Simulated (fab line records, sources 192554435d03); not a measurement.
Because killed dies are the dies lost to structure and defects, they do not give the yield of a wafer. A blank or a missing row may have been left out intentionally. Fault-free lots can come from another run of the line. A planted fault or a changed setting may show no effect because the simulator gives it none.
Struck lot and sound lot, side by side	flow n5-finfet	16 out of 1938 route steps
Sound: the wafers L545.2, L545.3, L545.6. The struck wafers were L551.1, L551.2, L551.4. At the end, the cause is stated.
For every step that has rows: the tool of each side, followed by ch and its chambers, followed by its first start. Under that, the readings that differ: sound wafers	struck wafers	difference of the means	sigmas: that difference in standard deviations of wafers without a fault.
alike: a reading whose means differ by less than 2 such deviations, as well as words and numbers matching on both sides. not compared: withheld readings; readings where some wafer has no value; bounds like >300 that might hide an equal value; numbers whose values overlap and for which the record gives no deviation.
The two part at a step that has a row with sigmas, a row that says differs or no value, or rows on one side only. Numbers that don't overlap but have no deviation are shown without sigmas and don't part them. Lack of a reading on every wafer of one side parts them only where that side has two or more wafers.

first, 4 steps without rows for these wafers: N5_BEOL_M11_SOFTBAKE_06 (time 60 s); N5_BEOL_M11_EXPOSE_08 (exposes mask M11); N5_BEOL_M11_PEB_09 (peb time 60 s); N5_BEOL_M11_DEVELOP_10 (develop time 30 s).
N5_BEOL_M11_CD_MEAS_11: the cd target is 64.1 nm.
  sound on cd-sem-01 ch 0, day 12 09:27; struck on cd-sem-01 ch 0, day 15 14:53
  alike: cd-nm
N5_BEOL_M11_OVL_MEAS_12:
  sound on overlay-02 ch 0, day 12 09:29; struck on overlay-02 ch 0, day 15 14:55
  alike: M11_OVL
N5_BEOL_M11_INSPECT_13: inspects for defects (brightfield).
  sound on defect-inspect-02 at day 12 09:31; struck on defect-inspect-01 at day 15 14:56
reading	sound	struck	difference	sigmas
raw-defect-count	494 527 493	240 355 310	-203	-2
N5_BEOL_M11_DESCUM_16: chemistry O2, time 7.9 s.
  sound on rie-diel-03 ch 0,1,3, day 12 09:32; struck on rie-diel-05 ch 0,1,3, day 15 15:11
  alike: drypump-motor-current-A, oes-product-au, rf-vpp-V, showerhead-plenum-p-Torr, throttle-valve-pct
  not compared: rf-hours-counter-h
N5_BEOL_M11_ETCH_61: etches SiARC in CF4, target depth 39 nm, time 65 s.
  sound on rie-diel-03 ch 0,1,3, day 12 09:34; struck on rie-diel-05 ch 0,1,3, day 15 15:13
  alike: drypump-motor-current-A, etch-rf-on-time-s, oes-product-au, rf-vpp-V, showerhead-plenum-p-Torr, throttle-valve-pct
  not compared: rf-hours-counter-h
N5_BEOL_M11_ETCH_62: etches SOC in N2/H2, target depth 110 nm, overetch 22 nm, time 165 s.
  sound on rie-diel-03 ch 0,1,3, day 12 09:37; struck on rie-diel-05 ch 0,1,3, day 15 15:16
  alike: drypump-motor-current-A, h2-flow-sccm, oes-product-au, rf-vpp-V, showerhead-plenum-p-Torr, throttle-valve-pct
  not compared: rf-hours-counter-h
then, 1 step without rows for these wafers: N5_BEOL_M11_STRIP_68 (strips in N2/H2).
N5_BEOL_M11_STRIP_67: strips in CF4.
  sound on rie-diel-03 ch 0,1,3, day 12 09:46; struck on rie-diel-05 ch 0,1,3, day 15 15:25
  alike: drypump-motor-current-A, oes-product-au, rf-vpp-V, showerhead-plenum-p-Torr, throttle-valve-pct
  not compared: rf-hours-counter-h
N5_BEOL_M11_HM_OPEN_17: chemistry Cl2/BCl3, target TiN, target depth 20 nm, overetch 6 nm.
  sound on rie-metal-02 ch 0,1, day 12 09:49; struck on rie-metal-01 ch 0,1, day 15 15:27
  no value came back on the struck wafers for any of 5 readings (bcl3-flow-sccm (sccm), bias-w (W) and others); on the sound wafers bcl3-flow-sccm (sccm) reads 21.74 21.71 21.74
reading	sound	struck	difference	sigmas
model.SOC_of_BEOL_M11_COAT_59.thk-nm (nm)	92 91.8 91.8	100.2 100.4 100.4	+8.5	
  not compared: rf-hours-counter-h
N5_BEOL_M11_STRIP_19: strips in O2.
  sound on rie-diel-05 ch 0,1, day 12 09:55; struck on rie-diel-03 ch 1,3, day 15 15:34
  alike: drypump-motor-current-A, oes-product-au, rf-vpp-V, showerhead-plenum-p-Torr, throttle-valve-pct
  not compared: rf-hours-counter-h
N5_BEOL_M11_CD_MEAS_18: pitch 140 nm, target cd 70 nm.
  sound on cd-sem-01 at day 12 09:59; struck on cd-sem-02 at day 15 15:38
reading	sound	struck	difference	sigmas
cd-nm (nm)	70.4 70.1 69.6	- - -	no value on the struck wafers	
then, 1 step without rows for these wafers: N5_BEOL_M11_COAT_63 (time 60 s, resist thk 100 nm).

== WHERE THEY PART ==
First at N5_BEOL_M11_INSPECT_13; last, within this record, at N5_BEOL_M11_CD_MEAS_18.

WHY: what the simulator had put in
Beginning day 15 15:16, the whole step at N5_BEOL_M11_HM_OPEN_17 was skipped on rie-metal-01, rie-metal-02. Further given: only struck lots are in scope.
